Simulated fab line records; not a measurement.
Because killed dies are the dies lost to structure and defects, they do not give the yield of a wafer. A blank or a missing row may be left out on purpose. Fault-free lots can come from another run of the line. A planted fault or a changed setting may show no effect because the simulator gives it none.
Problem report, 8D (eight disciplines) form, completed by code | flow nandHarc | the parts of the form that need people (team, actions taken, sign-off) are left out

1. WHAT WENT WRONG
rawDefectCount at NHARC_P_GATE_INSPECT_28 reads a mean of 269.5 on 6 wafers of 2 lots; wafers without a fault read 6.4 with a standard deviation of 2.9. That puts it +91 standard deviations away from the usual mean.
Seen first at day 6 01:48 on defectInspect-02, wafer L929.1. At this step, 33 wafers from 11 lots have a number in the record. Rule for "out" (also "out of limits"): further than 4 standard deviations from the usual mean. The rest of the wafers with a number are treated as sound.

2. WHAT IT IS; WHAT IT IS NOT
question                    | is                     | is not
which readings at this step | rawDefectCount         | -
which lots                  | L929, L931             | L927, L939, L941, L942, L943, L944, L946, L947, L950
which wafers of those lots  | all that have a number | -
read on which gauges        | defectInspect-02       | defectInspect-01
when                        | from day 6 01:48       | up to then (3 sound wafers); but 24 sound wafers of L939, L941, L942, L943, L944, L946, L947, L950 came after

3. SUSPECTS, AND WHAT RULES EACH OUT
Counting: a tool at a process step up to the reading stays a suspect if it ran every lot that is out and no sound lot after the first of them.
- ruled out: the gauge at NHARC_P_GATE_INSPECT_28. All the wafers that are out were read on defectInspect-02, but those of them that NHARC_END_SORT_01 has rows for are out there too, on other tools.
- aclDep-01 at NHARC_P_GATE_HM_DEP_102 (deposits aC, target thk 120 nm): ruled out as a lasting fault. The sound lots L939, L942, L941, L943, L944, L946, L950 went through it after L929, its earliest lot that is out (day 6 00:21).
Left after counting: nothing in the record.

4. THE CAUSE (what the simulator had put in)
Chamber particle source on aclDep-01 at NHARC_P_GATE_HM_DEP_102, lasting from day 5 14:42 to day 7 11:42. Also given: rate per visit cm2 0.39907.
It was ruled out by counting, in error; the rule expects a fault to strike all lots run on its tool from its start on, and this fault did not.

5. THE EFFECT CHAIN, in route order
One row per reading whose mean, taken over the struck wafers that have a number, lies over 3 standard deviations from the usual. Readings are gone through only where the record gives a usual standard deviation; hours: the median, over the lots, of the time from a lot's start at the first step in this table giving one to that lot's start at this step; sigmas: the change measured in usual standard deviations.
hours | step                    | reading           | usual | on struck wafers | change | sigmas
0     | NHARC_P_GATE_INSPECT_28 | rawDefectCount    | 6.4   | 269.5            | +263.1 | +91
20    | NHARC_P_GATE_INSPECT_68 | rawDefectCount    | 199   | 466              | +267   | +4.2
469   | NHARC_END_SORT_01       | killedAtPeriphery | 4     | 52               | +48    | +15

6. WHAT WOULD HAVE CAUGHT IT SOONER
In this record the first reading out of limits at a measuring or inspecting step was taken at day 6 01:48, 11 hours after the fault began at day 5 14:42.
An alarm limit of 4 standard deviations would not have fired on the tool readings at NHARC_P_GATE_HM_DEP_102 for which the record gives a usual standard deviation, since none of them was out on any struck wafer.
